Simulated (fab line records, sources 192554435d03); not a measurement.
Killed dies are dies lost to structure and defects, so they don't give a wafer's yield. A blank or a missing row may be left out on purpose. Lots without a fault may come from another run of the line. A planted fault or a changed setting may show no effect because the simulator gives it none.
fab line records | flow n5_finfet
record lots=7 wafers=18 last_day=17
route steps=1938 shown BEOL_M12@1631 PASSIVATION@1936
lots that met no fault: from a run of the same line without faults
start_h: hours from the record's first day to the start of the lot's first wafer shown | wait_h: hours since the lot's step before | " the same as in the row above | L1.1+2: a row that stands for several wafers | - no value, or no start given | * or withheld: withheld | < > ~ a bound
route shown NAME@n: a module of which the file shows steps, and the number in the route of the first | usual: mean/standard deviation of fault-free wafers | same: alike in all rows | chamber/n: place in a boat | sites: the reading at each site | _std_site: their standard deviation | _edge_site: outer sites' mean less inner sites' | radius_mm: how far each site lies from the wafer's centre | mask NAME#n: copy n | behind: the tool/chamber that last shaped the wafer | hold: why the lot was held/for how many hours/how that ended | device: the transistor (n, p or np) that didn't switch | end of line: the same wafers' tests at the end of the route | a step without rows: its recipe alone | killed: dies lost to structure and defects at the first sort, not the wafer's yield | map: a wafer's dies, x killed, . not, _ none there
set.NAME: the setting as run; set.NAME@STEP: as run at that earlier step | model.NAME: the simulator's own value behind a step, which no gauge read
lots at some steps of the route; a table a step, a row a wafer
services: from which hour (start_h, from the record's first day; less than 0 if before it) a tool's chamber was out of use, for how many hours, and why
## steps
# step N5_BEOL_M12_HARDBAKE_32
# recipe temp_c=130 time_s=120
# step N5_BEOL_M12_CD_MEAS_28
# recipe target_cd_nm=160.2 landing_energy_ev=500 detector=se_inlens polarity=opening
# usual cd_nm=160.5/1.9
# columns lot.wafer tool chamber start_h wait_h cd_nm
L717.1 cd_sem-01 0 261.63 - 161.9
L717.3 " 0 " " 160.8
L717.4 " 0 " " 160.5
L720.4 cd_sem-02 0 263.15 - 160.9
L720.5 " 0 " " 160.3
L720.6 " 0 " " 158.7
L722.1 cd_sem-01 0 274.29 - 162.5
L722.3 " 0 " " 164.6
L722.6 " 0 " " 162.7
L735.1 cd_sem-03 0 362.67 - 159.4
L735.4 " 0 " " 160.2
L735.6 " 0 " " 158.4
L737.4 cd_sem-03 0 363.06 - 163.2
L737.5 " 0 " " 157.7
L738.1 cd_sem-03 0 368.34 - 162.0
L738.4 " 0 " " 162.2
L736.3 cd_sem-01 0 369.44 - 162.8
L736.5 " 0 " " 163.4
# step N5_BEOL_M12_OVL_MEAS_29
# recipe points_per_wafer=44
# usual M12_OVL=1/4.9
# same points_per_wafer=44
# columns lot.wafer tool chamber start_h wait_h M12_OVL[nm]
L717.1 overlay-02 0 261.66 0.0 -6
L717.3 " 0 " " -3
L717.4 " 0 " " -4
L720.4 overlay-02 0 263.21 0.1 0
L720.5 " 0 " " -1
L720.6 " 0 " " -1
L722.1 overlay-02 0 274.32 0.0 10
L722.3 " 0 " " 0
L722.6 " 0 " " -2
L735.1 overlay-02 0 362.70 0.0 10
L735.4 " 0 " " 7
L735.6 " 0 " " 5
L737.4 overlay-02 0 363.08 0.0 4
L737.5 " 0 " " 1
L738.1 overlay-02 0 368.37 0.0 3
L738.4 " 0 " " -4
L736.3 overlay-02 0 369.47 0.0 -1
L736.5 " 0 " " 5
# step N5_BEOL_M12_INSPECT_30
# recipe mode=adi inspect_instrument=macro
# usual raw_defect_count=2.0/1.6
# columns lot.wafer tool chamber start_h wait_h raw_defect_count
L717.1 defect_inspect-01 - 261.68 0.0 1
L717.3 " - " " 1
L717.4 " - " " 2
L720.4 defect_inspect-02 - 263.24 0.0 3
L720.5 " - " " 5
L720.6 " - " " 0
L722.1 defect_inspect-01 - 274.34 0.0 4
L722.3 " - " " 1
L722.6 " - " " 6
L735.1 defect_inspect-01 - 362.73 0.0 1
L735.4 " - " " 5
L735.6 " - " " 0
L737.4 defect_inspect-01 - 363.11 0.0 4
L737.5 " - " " 4
L738.1 defect_inspect-02 - 368.39 0.0 0
L738.4 " - " " 2
L736.3 defect_inspect-02 - 369.49 0.0 1
L736.5 " - " " 1
# step N5_BEOL_M12_DESCUM_33
# recipe chemistry=O2 time_s=7.9 source_power_w=50 bias_power_w=20 pressure_mtorr=20 rf_frequency_hz=2.712e+07 temp_c=40 o2_flow_sccm=225
# usual drypump_motor_current_A=5.6/0.36 oes_product_au=0.80/0.085 rf_vpp_V=242.7/1.3 showerhead_plenum_p_Torr=2.06/0.064 throttle_valve_pct=20.28/0.2
# columns lot.wafer tool chamber start_h wait_h drypump_motor_current_A oes_product_au rf_hours_counter_h rf_vpp_V showerhead_plenum_p_Torr throttle_valve_pct
L717.1 rie_diel-01 2 261.71 0.0 5.9 0.89 36 242.9 2.05 20.18
L717.3 " 0 " " 5.7 0.70 238 241.4 1.97 20.40
L717.4 " 1 " " 5.8 0.82 88 244.3 2.10 19.85
L720.4 rie_diel-01 2 263.53 0.3 5.9 0.89 37 243.0 2.05 20.17
L720.5 " 2 " " 5.9 0.88 - 242.5 2.05 20.19
L720.6 " 1 " " 5.7 0.81 - 243.5 2.10 19.87
L722.1 rie_diel-03 2 274.48 0.1 5.7 0.85 64 243.3 2.10 19.85
L722.3 " 0 " " 6.4 0.68 221 242.5 2.06 20.51
L722.6 " 0 " " 6.4 0.68 - 242.8 2.06 20.51
L735.1 rie_diel-04 2 363.04 0.3 5.5 0.76 128 241.5 2.02 20.25
L735.4 " 0 " " 6.1 0.91 26 241.9 2.02 20.11
L735.6 " 2 " " 5.5 0.76 - 242.4 2.02 20.26
L737.4 rie_diel-04 2 363.52 0.4 5.5 0.76 129 241.9 2.02 20.25
L737.5 " 1 " " 5.4 0.80 - 242.6 2.03 20.46
L738.1 rie_diel-04 1 368.43 0.0 5.4 0.81 100 240.0 2.03 20.45
L738.4 " 3 " " 4.9 0.72 223 242.3 1.96 20.39
L736.3 rie_diel-01 2 369.70 0.2 5.9 0.83 78 240.5 2.03 20.24
L736.5 " 0 " " 5.8 0.90 - 244.9 2.22 20.16
# step N5_BEOL_M12_ETCH_67
# recipe chemistry=CF4 target=SiARC target_depth_a=1430 time_s=238.3 ion_energy_ev=80 pressure_mtorr=40 source_w=545 bias_w=36 Ar_flow_sccm=100 cf4_flow_sccm=100 ends=cleared
# usual drypump_motor_current_A=5.6/0.36 etch_rf_on_time_s=237/5.5 oes_product_au=0.68/0.074 rf_vpp_V=183.7/1.1 showerhead_plenum_p_Torr=2.11/0.063 throttle_valve_pct=15.51/0.21
# columns lot.wafer tool chamber start_h wait_h drypump_motor_current_A etch_rf_on_time_s oes_product_au rf_hours_counter_h rf_vpp_V showerhead_plenum_p_Torr throttle_valve_pct
L717.1 rie_diel-01 2 261.75 0.0 5.9 244 0.73 36 183.4 2.11 15.42
L717.3 " 0 " " 5.7 233 0.60 238 183.5 2.03 15.77
L717.4 " 1 " " 5.8 234 0.69 88 184.5 2.17 15.19
L720.4 rie_diel-01 2 263.56 0.0 5.9 240 0.75 37 183.4 2.11 15.43
L720.5 " 2 " " 5.9 241 0.75 - 184.2 2.11 15.41
L720.6 " 1 " " 5.8 234 0.69 - 183.0 2.17 15.18
L722.1 rie_diel-03 2 274.52 0.0 5.6 238 0.73 64 185.2 2.16 15.12
L722.3 " 0 " " 6.4 243 0.59 221 184.2 2.13 15.90
L722.6 " 0 " " 6.4 243 0.59 - 182.2 2.13 15.91
L735.1 rie_diel-04 2 363.07 0.0 5.5 240 0.64 128 183.3 2.06 15.42
L735.4 " 0 " " 6.0 241 0.78 26 184.1 2.09 15.35
L735.6 " 2 " " 5.5 239 0.64 - 183.3 2.06 15.42
L737.4 rie_diel-04 2 363.56 0.0 5.4 240 0.64 129 183.0 2.06 15.42
L737.5 " 1 " " 5.4 237 0.69 - 182.5 2.06 15.54
L738.1 rie_diel-04 1 368.46 0.0 5.4 236 0.68 100 184.6 2.06 15.57
L738.4 " 0 " " 6.1 237 0.78 29 184.5 2.09 15.36
L736.3 rie_diel-01 2 369.74 0.0 5.9 240 0.70 78 183.5 2.10 15.50
L736.5 " 0 " " 5.8 231 0.77 - 185.9 2.27 15.38
# step N5_BEOL_M12_ETCH_68
# recipe chemistry=N2/H2 target=SOC mask_material=SiARC source_w=3000 bias_w=350 temp_c=40 time_s=285 ion_energy_ev=200 pressure_mtorr=30 n2_flow_sccm=200 h2_flow_sccm=200
# usual drypump_motor_current_A=5.6/0.37 oes_product_au=0.80/0.084 rf_vpp_V=523.0/2.2 showerhead_plenum_p_Torr=2.50/0.074 throttle_valve_pct=17.60/0.26
# columns lot.wafer tool chamber start_h wait_h drypump_motor_current_A oes_product_au rf_hours_counter_h rf_vpp_V showerhead_plenum_p_Torr throttle_valve_pct
L717.1 rie_diel-01 2 261.90 0.1 5.9 0.87 36 520.9 2.50 17.58
L717.3 " 0 " " 5.8 0.70 238 519.9 2.40 17.71
L717.4 " 1 " " 5.8 0.82 88 524.0 2.56 17.21
L720.4 rie_diel-01 2 263.71 0.1 5.9 0.87 37 522.8 2.50 17.56
L720.5 " 2 " " 5.9 0.88 - 522.2 2.50 17.56
L720.6 " 1 " " 5.8 0.81 - 525.1 2.56 17.20
L722.1 rie_diel-03 2 274.66 0.1 5.7 0.85 64 525.7 2.58 17.30
L722.3 " 0 " " 6.4 0.69 222 522.7 2.50 17.83
L722.6 " 0 " " 6.4 0.69 - 523.5 2.50 17.84
L735.1 rie_diel-04 2 363.22 0.1 5.5 0.76 129 521.6 2.43 17.33
L735.4 " 0 " " 6.1 0.92 27 521.1 2.46 17.33
L735.6 " 2 " " 5.5 0.75 - 521.6 2.43 17.34
L737.4 rie_diel-04 2 363.70 0.1 5.5 0.76 129 520.7 2.43 17.33
L737.5 " 1 " " 5.4 0.80 - 522.0 2.46 17.83
L738.1 rie_diel-04 1 368.61 0.1 5.4 0.79 101 521.6 2.46 17.84
L738.4 " 3 " " 4.9 0.71 - 521.6 2.43 18.05
L736.3 rie_diel-01 2 369.88 0.1 5.9 0.83 78 523.7 2.48 17.63
L736.5 " 0 " " 5.7 0.90 - 527.3 2.70 17.39
# step N5_BEOL_M12_STRIP_69
# recipe chemistry=N2/H2 temp_c=40 n2_flow_sccm=200 h2_flow_sccm=200 rf_frequency_hz=6e+07
# step N5_BEOL_M12_TRENCH_ETCH_34
# recipe chemistry=C4F8/O2/Ar target=SiOC target_depth_a=3189.5 mask_material=SOC pressure_mtorr=30 source_w=3000 bias_w=700 Ar_flow_sccm=400 C4F8_flow_sccm=15 O2_flow_sccm=8 he_inner_torr=15 he_outer_torr=30 time_s=125.5 ion_energy_ev=250
# usual drypump_motor_current_A=5.6/0.36 oes_product_au=0.80/0.084 rf_vpp_V=664.2/2.9 showerhead_plenum_p_Torr=3.37/0.1 throttle_valve_pct=24.06/0.21
# columns lot.wafer tool chamber start_h wait_h drypump_motor_current_A oes_product_au rf_hours_counter_h rf_vpp_V showerhead_plenum_p_Torr throttle_valve_pct
L717.1 rie_diel-01 2 262.08 0.0 5.9 0.88 36 664.2 3.39 24.18
L717.3 " 0 " " 5.7 0.70 238 660.9 3.22 24.03
L717.4 " 1 " " 5.8 0.81 88 666.6 3.47 23.81
L720.4 rie_diel-01 2 263.89 0.0 5.9 0.87 37 662.1 3.39 24.19
L720.5 " 2 " " 5.9 0.87 - 663.1 3.39 24.18
L720.6 " 1 " " 5.8 0.82 - 665.9 3.47 23.80
L722.1 rie_diel-03 2 274.84 0.0 5.6 0.85 64 667.6 3.43 23.55
L722.3 " 0 " " 6.4 0.69 222 664.4 3.39 24.41
L722.6 " 0 " " 6.4 0.69 - 664.2 3.39 24.40
L735.1 rie_diel-04 2 363.40 0.0 5.5 0.76 129 661.0 3.28 23.88
L735.4 " 0 " " 6.1 0.91 27 663.3 3.32 23.95
L735.6 " 2 " " 5.5 0.75 - 661.6 3.28 23.87
L737.4 rie_diel-04 2 363.89 0.0 5.4 0.76 129 662.5 3.28 23.86
L737.5 " 1 " " 5.4 0.79 - 661.9 3.28 24.07
L738.1 rie_diel-04 1 368.79 0.0 5.4 0.78 101 663.3 3.28 24.06
L738.4 " 3 " " 4.9 0.71 - 661.9 3.25 24.30
L736.3 rie_diel-01 2 370.07 0.0 5.9 0.82 78 664.7 3.37 24.23
L736.5 " 0 " " 5.8 0.90 - 670.9 3.59 23.83
# step N5_BEOL_M12_STRIP_70
# recipe chemistry=C4F8/O2/Ar resist=SiARC rf_frequency_hz=6e+07
# step N5_BEOL_M12_OCD_MEAS_35
# usual trench_depth_nm=318/4.6
# columns lot.wafer tool chamber start_h wait_h trench_depth_nm
L717.1 ocd-02 - 262.23 0.0 317
L717.3 " - " " 313
L717.4 " - " " 321
L720.4 ocd-02 - 264.05 0.0 315
L720.5 " - " " 316
L720.6 " - " " 325
L722.1 ocd-02 - 275.00 0.0 320
L722.3 " - " " 316
L722.6 " - " " 314
L735.1 ocd-02 - 363.55 0.0 322
L735.4 " - " " 321
L735.6 " - " " 323
L737.4 ocd-02 - 364.05 0.0 323
L737.5 " - " " 315
L738.1 ocd-02 - 368.94 0.0 314
L738.4 " - " " 309
L736.3 ocd-02 - 370.22 0.0 315
L736.5 " - " " 320
# step N5_BEOL_M12_STRIP_37
# recipe chemistry=N2/H2 power_w=1000 temp_c=250 h2_frac=0.65 overash_fraction=0.3 pressure_mtorr=withheld n2_flow_sccm=1750 h2_flow_sccm=3250
# usual drypump_motor_current_A=6.0/0.48 heater_power_w=374/23 oes_product_au=0.790/0.0097
# columns lot.wafer tool chamber start_h wait_h drypump_motor_current_A heater_power_w oes_product_au rf_hours_counter_h
L717.1 plasma_asher-01 1 262.27 0.0 6.1 374 0.798 80
L717.3 " 1 " " 6.0 371 0.807 -
L717.4 " 0 " " 6.4 400 0.765 -
L720.4 plasma_asher-01 1 264.11 0.1 6.0 367 0.797 -
L720.5 " 0 " " 6.4 396 0.794 -
L720.6 " 1 " " 6.1 361 0.794 -
L722.1 plasma_asher-02 0 275.04 0.0 5.0 360 0.786 123
L722.3 " 1 " " 5.8 334 0.811 -
L722.6 " 0 " " 5.0 366 0.781 -
L735.1 plasma_asher-01 0 363.61 0.1 6.4 403 0.773 102
L735.4 " 0 " " 6.4 404 0.798 -
L735.6 " 0 " " 6.4 398 0.789 -
L737.4 plasma_asher-01 0 364.10 0.1 6.5 393 0.801 -
L737.5 " 0 " " 6.5 387 0.791 -
L738.1 plasma_asher-01 1 368.98 0.0 6.1 370 0.789 102
L738.4 " 1 " " 6.0 370 0.794 -
L736.3 plasma_asher-01 0 370.28 0.1 6.5 406 0.784 -
L736.5 " 0 " " 6.5 403 0.809 -
# step N5_BEOL_M12_ETCH_38
# recipe chemistry=CF4/N2 target=SiCN target_depth_a=687 taper_deg=2 time_s=73.4 ion_energy_ev=150 mask_material=SiO2 pressure_mtorr=40 source_w=430 bias_w=70 Ar_flow_sccm=100 cf4_flow_sccm=60 n2_flow_sccm=60
# usual drypump_motor_current_A=5.7/0.33 oes_product_au=0.81/0.087 rf_vpp_V=382.3/1.8 showerhead_plenum_p_Torr=2.20/0.063 throttle_valve_pct=15.30/0.24
# columns lot.wafer tool chamber start_h wait_h drypump_motor_current_A oes_product_au rf_hours_counter_h rf_vpp_V showerhead_plenum_p_Torr throttle_valve_pct model.etch.depth_nm
L717.1 rie_diel-01 3 263.43 - 5.3 0.69 213 384.5 2.27 15.54 58.91
L717.3 " 2 " " 5.9 0.87 37 381.0 2.18 15.26 58.34
L717.4 " 0 " " 5.7 0.71 239 378.4 2.09 15.58 59.97
L720.4 rie_diel-01 1 264.59 - 5.8 0.81 89 383.2 2.23 14.99 59.97
L720.5 " 1 " " 5.8 0.81 - 383.7 2.23 15.01 59.57
L720.6 " 2 " " 5.9 0.87 - 381.4 2.18 15.25 58.2
L722.1 rie_diel-01 0 277.92 - 5.7 0.72 244 378.8 2.09 15.59 60.76
L722.3 " 2 " " 5.9 0.88 41 382.3 2.17 15.27 58.63
L722.6 " 1 " " 5.7 0.81 - 381.8 2.23 15.01 60.13
L735.1 rie_diel-01 2 363.71 - 5.9 0.84 75 381.2 2.16 15.33 58.79
L735.4 " 2 " " 5.9 0.83 - 381.4 2.16 15.33 58.75
L735.6 " 0 " " 5.8 0.93 - 387.5 2.34 15.16 61.3
L737.4 rie_diel-01 2 366.36 - 5.9 0.82 - 381.7 2.16 15.32 66.25
L737.5 " 0 " " 5.8 0.94 - 385.0 2.34 15.14 69.73
L738.1 rie_diel-01 1 371.62 - 5.8 0.78 131 383.3 2.22 15.08 60.78
L738.4 " 2 " " 5.9 0.83 - 380.9 2.16 15.33 66.99
L736.3 rie_diel-01 1 375.94 - 5.8 0.77 133 383.5 2.22 15.09 59.35
L736.5 " 1 " " 5.7 0.77 - 381.5 2.22 15.08 67.64
# step N5_BEOL_M12_PRECLEAN_39
# recipe chemistry=residue_remover time_s=60 temp_c=40
# step N5_PASSIVATION_PROBE_49
# usual defect_limited_yield=91.1/1.4 killed_at_M0_to_M3=36/9.9 killed_at_M4_up=13/5.8 killed_at_contacts=14/5.9 killed_at_front_end=39/11 killed_at_other=3.4/2.9 killed_dies=105/17 killed_on_rim=15/3.9 killed_open=70/13 killed_short=34/7.3 sort_bin_5_function=5.3/1 sort_bin_6_memory=3.3/0.62 sort_bin_8_speed=0.01/0.057 sort_n_pass=1075/17 sort_yield_pct=91.1/1.4
# same gross_dies=1180 killed_at_back_side=0 sort_bin_4_leakage[%]=0
# columns lot.wafer tool chamber start_h wait_h defect_limited_yield[%] killed_at_M0_to_M3 killed_at_M4_up killed_at_contacts killed_at_front_end killed_at_other killed_dies killed_on_rim killed_open killed_short sort_bin_5_function[%] sort_bin_6_memory[%] sort_bin_8_speed[%] sort_n_pass sort_yield_pct[%]
L717.1 prober-02 - 294.01 0.0 88.6 46 15 9 62 2 134 21 97 36 6.9 3.9 0 1046 88.6
L717.3 prober-02 - 294.11 0.1 90.6 42 9 13 46 1 111 18 75 27 6.0 2.3 0 1069 90.6
L717.4 prober-02 - 294.16 0.2 91.7 42 7 7 38 4 98 17 69 29 4.9 3.1 0.51 1076 91.2
L722.1 prober-02 - 314.57 0.0 89.0 48 20 14 46 2 130 15 95 32 7.3 3.3 0 1050 89.0
L722.3 prober-02 - 314.67 0.1 89.4 57 12 14 39 3 125 17 93 31 6.8 3.7 0 1055 89.4
L722.6 prober-02 - 314.82 0.3 90.8 37 18 10 43 0 108 13 76 31 5.2 3.7 0 1072 90.8
L735.1 prober-01 - 399.38 0.0 88.6 52 20 16 47 0 135 19 91 41 7.3 3.5 0 1045 88.6
L735.4 prober-01 - 399.53 0.2 87.5 55 20 9 45 19 148 28 89 49 6.5 4.9 0 1032 87.5
L735.6 prober-01 - 399.63 0.3 89.9 31 19 25 40 4 119 13 87 31 6.5 3.2 0 1061 89.9
L737.4 prober-01 - 400.60 0.2 87.1 74 16 29 30 3 152 20 103 48 8.2 4.3 0 1028 87.1
L737.5 prober-01 - 400.65 0.2 90.9 55 17 16 17 2 107 10 66 39 5.7 3.3 0 1073 90.9
L736.3 prober-01 - 411.11 0.1 91.0 24 24 10 47 1 106 18 72 32 5.7 3.1 0 1074 91.0
L736.5 prober-01 - 411.21 0.2 91.4 29 20 15 36 1 101 17 70 30 5.7 2.5 0 1079 91.4
# killed by level:class
L717.1 STI_FIN_REVEAL:geometric_particle:open=29 BEOL_M0_SAQP:geometric_particle:short=10 BEOL_M0_SAQP:geometric_particle:open=9 MOL_CONTACT_COAG:geometric_particle:open=7 BEOL_M1:geometric_particle:open=7 BEOL_M2:geometric_particle:open=7 FIN_SAQP:geometric_particle:open=5 DUMMY_GATE:geometric_particle:open=5
L717.3 STI_FIN_REVEAL:geometric_particle:open=18 BEOL_M0_SAQP:geometric_particle:open=13 MOL_CONTACT_COAG:geometric_particle:open=11 BEOL_M0_SAQP:geometric_particle:short=11 HKMG_FIN:area_etch=8 BEOL_M2:geometric_particle:open=7 STI_FIN_REVEAL:geometric_particle:short=5 GATE_CUT:geometric_particle:short=5
L717.4 BEOL_M0_SAQP:geometric_particle:open=10 BEOL_M0_SAQP:geometric_particle:short=9 DUMMY_GATE:geometric_particle:open=8 BEOL_M3:geometric_particle:open=8 MOL_CONTACT_COAG:geometric_particle:open=7 BEOL_M2:geometric_particle:open=7 STI_FIN_REVEAL:geometric_particle:open=6 STARTING-WAFER:geometric_particle:open=5
L722.1 FIN_SAQP:geometric_particle:open=15 BEOL_M1:geometric_particle:open=14 MOL_CONTACT_COAG:geometric_particle:open=11 FIN_SAQP:geometric_particle:short=9 BEOL_M4:geometric_particle:open=9 BEOL_M0_SAQP:geometric_particle:short=8 STI_FIN_REVEAL:geometric_particle:open=7 DUMMY_GATE:geometric_particle:open=6
L722.3 BEOL_M3:geometric_particle:open=20 FIN_SAQP:geometric_particle:open=17 BEOL_M1:geometric_particle:open=13 MOL_CONTACT_COAG:geometric_particle:open=11 BEOL_M0:geometric_particle:open=8 BEOL_M0_SAQP:geometric_particle:short=7 DUMMY_GATE:geometric_particle:open=5 STARTING-WAFER:geometric_particle:short=5
L722.6 BEOL_M1:geometric_particle:open=9 BEOL_M2:geometric_particle:open=9 FIN_SAQP:geometric_particle:open=7 DUMMY_GATE:geometric_particle:open=7 MOL_CONTACT_COAG:geometric_particle:open=7 BEOL_M0_SAQP:geometric_particle:open=7 FIN_SAQP:geometric_particle:short=6 GATE_CUT:geometric_particle:short=5
L735.1 BEOL_M2:geometric_particle:open=17 FIN_SAQP:geometric_particle:open=15 BEOL_M4:geometric_particle:open=14 MOL_CONTACT_COAG:geometric_particle:open=12 BEOL_M2:geometric_particle:short=10 FIN_SAQP:geometric_particle:short=9 BEOL_M3:geometric_particle:open=8 BEOL_M0_SAQP:geometric_particle:short=6
L735.4 BEOL_M2:geometric_particle:open=17 BEOL_M4:geometric_particle:open=13 HKMG_FIN:area_etch=9 BEOL_M0_SAQP:geometric_particle:open=8 FIN_SAQP:geometric_particle:open=7 FIN_SAQP:geometric_particle:short=7 STI_FIN_REVEAL:geometric_particle:open=7 BEOL_M0_SAQP:geometric_particle:short=7
L735.6 MOL_CONTACT_COAG:geometric_particle:open=17 FIN_SAQP:geometric_particle:open=15 BEOL_M2:geometric_particle:open=10 DUMMY_GATE:geometric_particle:open=8 MOL_CONTACT_COAG:geometric_particle:short=8 BEOL_M4:geometric_particle:open=7 BEOL_M2:geometric_particle:short=6 BEOL_M0_SAQP:geometric_particle:open=5
L737.4 MOL_CONTACT_COAG:geometric_particle:open=23 BEOL_M2:geometric_particle:open=20 BEOL_M0_SAQP:geometric_particle:open=17 BEOL_M0_SAQP:geometric_particle:short=12 BEOL_M4:geometric_particle:open=7 BEOL_M3:geometric_particle:open=7 FIN_SAQP:geometric_particle:short=6 MOL_CONTACT_COAG:geometric_particle:short=6
L737.5 BEOL_M0_SAQP:geometric_particle:short=15 MOL_CONTACT_COAG:geometric_particle:open=13 BEOL_M0_SAQP:geometric_particle:open=10 BEOL_M2:geometric_particle:open=9 BEOL_M1:geometric_particle:open=7 BEOL_M3:geometric_particle:open=7 FIN_SAQP:geometric_particle:short=4 BEOL_M4:geometric_particle:open=4
L736.3 FIN_SAQP:geometric_particle:short=11 STI_FIN_REVEAL:geometric_particle:open=11 BEOL_M4:geometric_particle:open=11 DUMMY_GATE:geometric_particle:open=10 MOL_CONTACT_COAG:geometric_particle:open=9 BEOL_M2:geometric_particle:open=7 BEOL_M3:geometric_particle:open=7 BEOL_M0_SAQP:geometric_particle:short=4
L736.5 MOL_CONTACT_COAG:geometric_particle:open=15 BEOL_M4:geometric_particle:open=14 STI_FIN_REVEAL:geometric_particle:open=11 BEOL_M3:geometric_particle:open=10 FIN_SAQP:geometric_particle:short=6 BEOL_M3:geometric_particle:short=6 DUMMY_GATE:geometric_particle:open=5 STARTING-WAFER:geometric_particle:short=5
## services
# columns tool chamber start_h hours kind
plasma_asher-02 - 238.39 26.3 pm
rie_diel-04 0 251.90 - clean
rie_diel-04 0 251.90 - consumable_replace:focus_ring
rie_diel-04 0 251.90 31.1 scheduled_down
rie_diel-04 0 251.90 31.1 vent_cycle
rie_diel-01 0 293.81 - clean
rie_diel-01 0 293.81 - consumable_replace:focus_ring
rie_diel-01 0 293.81 - consumable_replace:showerhead
rie_diel-01 0 293.81 15.5 scheduled_down
rie_diel-01 0 293.81 15.5 vent_cycle
rie_diel-03 0 357.48 - clean
rie_diel-03 0 357.48 - consumable_replace:focus_ring
rie_diel-03 0 357.48 17.5 scheduled_down
rie_diel-03 0 357.48 17.5 vent_cycle
rie_diel-01 3 359.84 - clean
rie_diel-01 3 359.84 - consumable_replace:focus_ring
rie_diel-01 3 359.84 24.6 scheduled_down
rie_diel-01 3 359.84 24.6 vent_cycle
rie_diel-03 1 362.98 15.7 repair
rie_diel-03 - 375.35 15.6 pm
## key
first_sign none at tools or gauges
model_effect step=N5_BEOL_M12_ETCH_38 value=etch.depth_nm without=59.45 struck=67.65
met_at N5_BEOL_M12_ETCH_38
struck_wafers L736.5,L737.4,L737.5,L738.4
onset_between 363.71 366.36
fault kind=process_parameter_drift tool=rie_diel-01 chamber=- onset_h=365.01 steps=N5_BEOL_M12_ETCH_38 channel=time_s offset=* shape=step end_h=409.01 scope=struck_wafers_only acts_in=* stated=*
